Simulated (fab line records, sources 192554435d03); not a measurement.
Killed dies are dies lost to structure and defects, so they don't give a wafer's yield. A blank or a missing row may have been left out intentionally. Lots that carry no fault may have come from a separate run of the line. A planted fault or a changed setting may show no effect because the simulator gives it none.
fab line records    flow n5_finfet
record lots=10  wafers=30  last_day=18
route steps=1938 shown BEOL_M3@1000 BEOL_M4@1111
lots that met no fault: taken from a fault-free run of the same line
start_h: hours from the record's first day to the start of the lot's first wafer shown    wait_h: hours elapsed since this lot's preceding step    " unchanged from the row above    L1.1+2: several wafers, shown together as one row    - no value, or no start given    * or withheld: withheld    < > ~ a bound
route shown NAME@n: a module of which the file shows steps, and the number in the route of the first    usual: mean/standard deviation of fault-free wafers    same: alike in all rows    chamber/n: place in a boat    sites: the reading at each site    _std_site: their standard deviation    _edge_site: mean of outer sites minus mean of inner sites    radius_mm: for every site, how far away it sits from the centre of the wafer    mask NAME#n: copy n    behind: the most recent tool/chamber to have shaped the wafer    hold: reason for holding the lot/hours on hold/outcome of the hold    device: transistor that didn't switch, given as n, p or np    end of line: the same wafers' tests at the end of the route    a step given without rows: its recipe and nothing more    killed: the dies lost at the first sort to structure and to defects; this is not the yield of the wafer    map: a wafer's dies, marking killed ones x, the rest . and places with no die _
set.NAME: the setting that was run; set.NAME@STEP: the one run at that earlier step    model.NAME: the simulator's own value behind a step, which no gauge read
one table for each step of the route and one row for each wafer, over a sample of lots
services: when a tool's chamber went out of use (start_h, in hours from the record's first day, below 0 if earlier), for how many hours, and the reason
## steps
# step N5_BEOL_M3_SPUTTER_86
# recipe material=Cu  target_thk_a=45  temp_c=-20  chamber_pressure_pa=0.07  power_w=withheld  time_s=8.29
# usual throttle_valve_pct=29.9/1.2
lot.wafer  tool            chamber  start_h  wait_h  throttle_valve_pct
L968.2     pvd_sputter-01  -        160.00   0.1     27.8
L968.3     "               -        "        "       31.5
L968.6     "               -        "        "       29.8
L971.3     pvd_sputter-03  -        175.36   0.1     30.8
L971.5     "               -        "        "       31.0
L971.6     "               -        "        "       29.2
L973.2     pvd_sputter-03  -        188.64   0.1     29.1
L973.3     "               -        "        "       28.1
L973.6     "               -        "        "       29.1
L975.1     pvd_sputter-02  -        195.06   0.1     28.4
L975.3     "               -        "        "       29.6
L975.6     "               -        "        "       28.5
L984.1     pvd_sputter-03  -        250.14   0.1     29.1
L984.2     "               -        "        "       30.8
L984.6     "               -        "        "       28.2
L985.1     pvd_sputter-01  -        251.65   0.1     31.2
L985.3     "               -        "        "       29.8
L985.5     "               -        "        "       31.4
L986.1     pvd_sputter-01  -        271.66   0.1     28.1
L986.2     "               -        "        "       30.5
L986.6     "               -        "        "       29.7
L988.1     pvd_sputter-01  -        281.49   0.1     29.9
L988.5     "               -        "        "       30.1
L988.6     "               -        "        "       31.3
L990.2     pvd_sputter-01  -        295.59   0.1     30.2
L990.3     "               -        "        "       31.4
L990.5     "               -        "        "       29.7
L991.1     pvd_sputter-03  -        305.35   0.1     30.8
L991.3     "               -        "        "       31.0
L991.5     "               -        "        "       30.9
# step N5_BEOL_M3_SPUTTER_96
# recipe material=Cu  target_thk_a=45  temp_c=-20  chamber_pressure_pa=0.07  power_w=withheld  time_s=8.29
# usual throttle_valve_pct=29.9/1.2
lot.wafer  tool            chamber  start_h  wait_h  throttle_valve_pct
L968.2     pvd_sputter-01  -        161.10   0.1     27.9
L968.3     "               -        "        "       31.3
L968.6     "               -        "        "       29.6
L971.3     pvd_sputter-03  -        176.46   0.1     30.6
L971.5     "               -        "        "       30.8
L971.6     "               -        "        "       28.9
L973.2     pvd_sputter-03  -        189.74   0.1     29.2
L973.3     "               -        "        "       28.0
L973.6     "               -        "        "       29.1
L975.1     pvd_sputter-02  -        196.16   0.1     28.4
L975.3     "               -        "        "       29.5
L975.6     "               -        "        "       28.3
L984.1     pvd_sputter-03  -        251.24   0.1     29.1
L984.2     "               -        "        "       31.1
L984.6     "               -        "        "       28.1
L985.1     pvd_sputter-01  -        252.75   0.1     31.5
L985.3     "               -        "        "       29.7
L985.5     "               -        "        "       31.7
L986.1     pvd_sputter-01  -        272.76   0.1     27.8
L986.2     "               -        "        "       30.2
L986.6     "               -        "        "       29.7
L988.1     pvd_sputter-01  -        282.59   0.1     30.0
L988.5     "               -        "        "       29.9
L988.6     "               -        "        "       31.2
L990.2     pvd_sputter-01  -        296.69   0.1     30.5
L990.3     "               -        "        "       30.9
L990.5     "               -        "        "       30.0
L991.1     pvd_sputter-03  -        306.45   0.1     30.9
L991.3     "               -        "        "       31.0
L991.5     "               -        "        "       30.9
# step N5_BEOL_M3_ECD_50
# recipe material=Cu  target_thk_a=3000
lot.wafer   tool       chamber  start_h  wait_h
L968.2+3+6  ecd_cu-01  0        161.21   0.1
L971.3+5+6  ecd_cu-01  0,0,1    176.59   0.1
L973.2+3+6  ecd_cu-01  0        189.86   0.1
L975.1+3+6  ecd_cu-01  1,0,1    196.27   0.1
L984.1+2+6  ecd_cu-02  1,0,0    251.36   0.1
L985.1+3+5  ecd_cu-01  0        252.87   0.1
L986.1+2+6  ecd_cu-01  0,1,1    272.88   0.1
L988.1+5+6  ecd_cu-01  1,0,1    282.71   0.1
L990.2+3+5  ecd_cu-02  1        296.80   0.1
L991.1+3+5  ecd_cu-02  1,0,1    306.57   0.1
# step N5_BEOL_M3_CMP_52
# recipe stop_on=SiOC  t_overpolish_s=6.8  down_force_psi=1  platen_rpm=50  clearing_platen_down_force_psi=1.5  clearing_platen_rpm=50  post_cmp_clean=cu_alkaline  target_thk_nm=40  clearing_platen_pad_velocity_m_s=0.99484  pad_velocity_m_s=0.99484
# usual motor_current_A=6.3/0.52  slurry_filter_dp_kPa=13.49/0.14  time_to_endpoint_s=63/3.6
lot.wafer  tool    chamber  start_h  wait_h  motor_current_A  slurry_filter_dp_kPa  time_to_endpoint_s
L968.3     cmp-03  2        161.59   0.2     6.0              13.45                 61
L968.2     "       3        "        "       7.2              13.83                 64
L968.6     "       3        "        "       6.9              13.28                 66
L971.3     cmp-04  0        178.88   0.2     6.5              13.29                 69
L971.5     "       3        "        "       5.7              13.51                 62
L971.6     "       0        "        "       6.4              13.59                 42
L973.3     cmp-02  1        190.98   0.2     6.3              13.44                 57
L973.2     "       0        "        "       6.6              13.45                 41
L973.6     "       1        "        "       6.1              13.44                 37
L975.1     cmp-03  3        197.58   0.3     7.3              13.53                 41
L975.3     "       2        "        "       5.9              13.41                 63
L975.6     "       0        "        "       6.2              13.56                 41
L984.2     cmp-03  3        251.77   0.2     7.4              13.25                 72
L984.1     "       0        "        "       6.1              13.29                 70
L984.6     "       2        "        "       5.7              13.48                 67
L985.1     cmp-03  1        253.32   0.3     6.2              13.43                 65
L985.3     "       2        "        "       6.1              13.35                 66
L985.5     "       0        "        "       5.8              13.18                 67
L986.1     cmp-02  3        273.25   0.3     5.4              13.36                 61
L986.2     "       2        "        "       5.9              13.49                 65
L986.6     "       0        "        "       6.1              13.64                 69
L988.1     cmp-03  3        283.08   0.3     7.0              13.42                 65
L988.5     "       3        "        "       7.2              13.30                 62
L988.6     "       0        "        "       5.7              13.54                 67
L990.2     cmp-03  1        297.24   0.2     6.4              13.77                 64
L990.3     "       2        "        "       6.2              13.44                 57
L990.5     "       1        "        "       6.6              13.44                 61
L991.3     cmp-02  0        306.96   0.2     6.3              13.73                 63
L991.1     "       2        "        "       5.9              13.69                 58
L991.5     "       0        "        "       6.1              13.60                 60
# step N5_BEOL_M3_PRE_CLEAN_60
# recipe gas=NH3/H2  time_s=15  temp_c=*  rf_power_w=300
# usual heater_power_w=77/13
lot.wafer  tool       chamber  start_h  wait_h  heater_power_w
L968.2     cvd_co-02  0        161.93   0.1     59
L968.3     "          2        "        "       69
L968.6     "          1        "        "       94
L971.3     cvd_co-01  0        179.18   0.0     83
L971.5     "          0        "        "       81
L971.6     "          1        "        "       95
L973.2     cvd_co-02  0        191.31   0.0     60
L973.3     "          2        "        "       66
L973.6     "          2        "        "       68
L975.1     cvd_co-02  1        197.91   0.0     93
L975.3     "          2        "        "       69
L975.6     "          0        "        "       61
L984.1     cvd_co-01  1        252.07   0.0     92
L984.2     "          2        "        "       71
L984.6     "          2        "        "       69
L985.1     cvd_co-02  1        253.57   0.0     94
L985.3     "          0        "        "       61
L985.5     "          0        "        "       63
L986.1     cvd_co-02  2        273.59   0.0     68
L986.2     "          0        "        "       60
L986.6     "          0        "        "       61
L988.1     cvd_co-01  1        283.41   0.0     95
L988.5     "          2        "        "       72
L988.6     "          1        "        "       95
L990.2     cvd_co-01  2        297.60   0.1     71
L990.3     "          0        "        "       82
L990.5     "          1        "        "       93
L991.1     cvd_co-02  0        307.29   0.0     60
L991.3     "          2        "        "       70
L991.5     "          2        "        "       69
# step N5_BEOL_M4_RC_MEAS_101
# usual DIBL_N=35.9/1.8  DIBL_P=36.2/2  IOFF_N=0.16/0.031  IOFF_P=0.22/0.041  ION_N=676/11  ION_P=465/8.5  SS_N=71.4/0.64  SS_P=73.2/0.7  VT_N=250/3.5  VT_P=-250/3.9
lot.wafer  tool       chamber  start_h  wait_h  DIBL_N[mV/V]  DIBL_P[mV/V]  IOFF_N[nA/um]  IOFF_P[nA/um]  ION_N[uA/um]  ION_P[uA/um]  SS_N[mV/dec]  SS_P[mV/dec]  VT_N[mV]  VT_P[mV]
L968.2     prober-01  0        172.38   0.2     35.4          35.3          0.13           0.22           672           466           71.4          72.4          255       -249
L968.3     "          0        "        "       36.9          37.8          0.17           0.29           694           484           71.1          73.3          249       -244
L968.6     "          0        "        "       35.3          34.9          0.14           0.23           674           476           70.7          73.0          252       -246
L971.3     prober-02  0        189.02   0.3     32.6          34.6          0.12           0.18           668           462           70.5          72.7          254       -248
L971.5     "          0        "        "       29.3          29.7          0.08           0.12           652           450           70.0          71.0          260       -254
L971.6     "          0        "        "       34.5          34.9          0.14           0.18           655           451           71.0          71.9          252       -251
L975.1     prober-01  0        214.18   0.0     34.1          32.5          0.12           0.19           672           468           71.3          72.5          253       -250
L975.3     "          0        "        "       36.5          35.7          0.17           0.24           682           464           71.4          73.8          247       -247
L975.6     "          0        "        "       36.3          35.0          0.16           0.22           675           459           71.6          72.7          249       -247
L973.2     prober-02  0        214.88   0.2     35.2          35.6          0.13           0.18           658           448           72.0          73.5          252       -258
L973.3     "          0        "        "       36.6          37.7          0.16           0.22           671           462           72.2          73.9          248       -254
L973.6     "          0        "        "       34.1          34.7          0.12           0.16           672           462           71.5          73.3          252       -255
L984.1     prober-01  0        266.56   0.0     37.0          35.9          0.19           0.23           682           465           72.1          72.8          244       -248
L984.2     "          0        "        "       35.4          35.0          0.14           0.20           678           468           72.1          72.6          251       -251
L984.6     "          0        "        "       36.2          35.4          0.16           0.21           671           462           72.0          73.4          250       -251
L985.1     prober-01  0        269.86   0.0     37.3          38.5          0.21           0.24           689           464           72.4          74.3          245       -249
L985.3     "          0        "        "       36.9          37.9          0.20           0.23           689           468           71.9          74.2          244       -251
L985.5     "          0        "        "       38.6          39.0          0.22           0.24           691           463           71.9          74.4          246       -250
L986.1     prober-02  0        284.66   0.0     36.1          35.7          0.13           0.20           661           461           70.1          73.6          252       -250
L986.2     "          0        "        "       42.1          43.3          0.29           0.37           712           481           71.9          74.9          239       -239
L986.6     "          0        "        "       37.3          37.6          0.16           0.25           677           469           70.5          74.3          250       -246
L988.1     prober-01  0        292.51   0.0     36.6          37.1          0.16           0.25           684           476           71.8          72.6          248       -247
L988.5     "          0        "        "       37.2          37.5          0.16           0.26           673           470           71.3          73.7          251       -247
L988.6     "          0        "        "       38.2          39.3          0.21           0.30           702           484           71.5          73.6          244       -246
L990.2     prober-02  0        308.80   0.2     35.1          35.2          0.14           0.21           684           470           71.1          72.6          247       -248
L990.3     "          0        "        "       37.9          37.1          0.18           0.24           691           473           71.3          74.2          248       -248
L990.5     "          0        "        "       37.0          36.8          0.16           0.24           678           470           71.6          73.5          248       -248
L991.1     prober-02  0        321.11   0.0     35.7          35.5          0.13           0.15           676           456           70.6          73.4          250       -258
L991.3     "          0        "        "       35.4          35.8          0.13           0.15           678           464           70.6          72.5          254       -259
L991.5     "          0        "        "       35.6          36.1          0.14           0.15           675           452           71.2          73.0          249       -256
## services
tool            chamber  start_h  hours  kind
cmp-02          -        141.44   0.3    repair
cmp-04          -        152.45   4.0    pm
cmp-04          -        156.45   -      consumable_replace:conditioner
cmp-04          -        156.45   -      consumable_replace:pad
cvd_co-02       -        167.46   5.8    repair
ecd_cu-01       -        186.21   3.0    repair
cmp-03          -        198.46   2.4    repair
cmp-02          -        210.90   4.0    pm
cmp-02          -        214.90   -      consumable_replace:conditioner
cmp-02          -        214.90   -      consumable_replace:pad
cmp-02          -        233.10   0.6    repair
ecd_cu-02       -        252.82   2.7    repair
pvd_sputter-03  -        254.06   7.5    repair
ecd_cu-01       -        255.95   1.8    repair
cmp-03          -        266.47   0.5    repair
cmp-04          -        273.88   2.7    repair
cvd_co-02       -        276.15   3.8    pm
cmp-03          -        305.50   4.0    pm
## key
first_sign step=N5_BEOL_M3_CMP_52  reading=time_to_endpoint_s  direction=down  sigmas=6.3  usual=*  struck=*
effect none on later readings
met_at N5_BEOL_M3_ECD_50
struck_lots L971,L973,L975
struck_wafers L971.6,L973.2,L973.6,L975.1,L975.6
not_acting_at N5_BEOL_M3_SPUTTER_86,N5_BEOL_M3_SPUTTER_96,N5_BEOL_M3_PRE_CLEAN_60
onset_between 161.21 176.59
fault kind=process_parameter_drift  tool=ecd_cu-01  chamber=-  onset_h=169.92  steps=N5_BEOL_M3_ECD_50  channel=target_thk_a  offset=*  shape=step  end_h=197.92  scope=struck_wafers_only  acts_in=*  stated=*
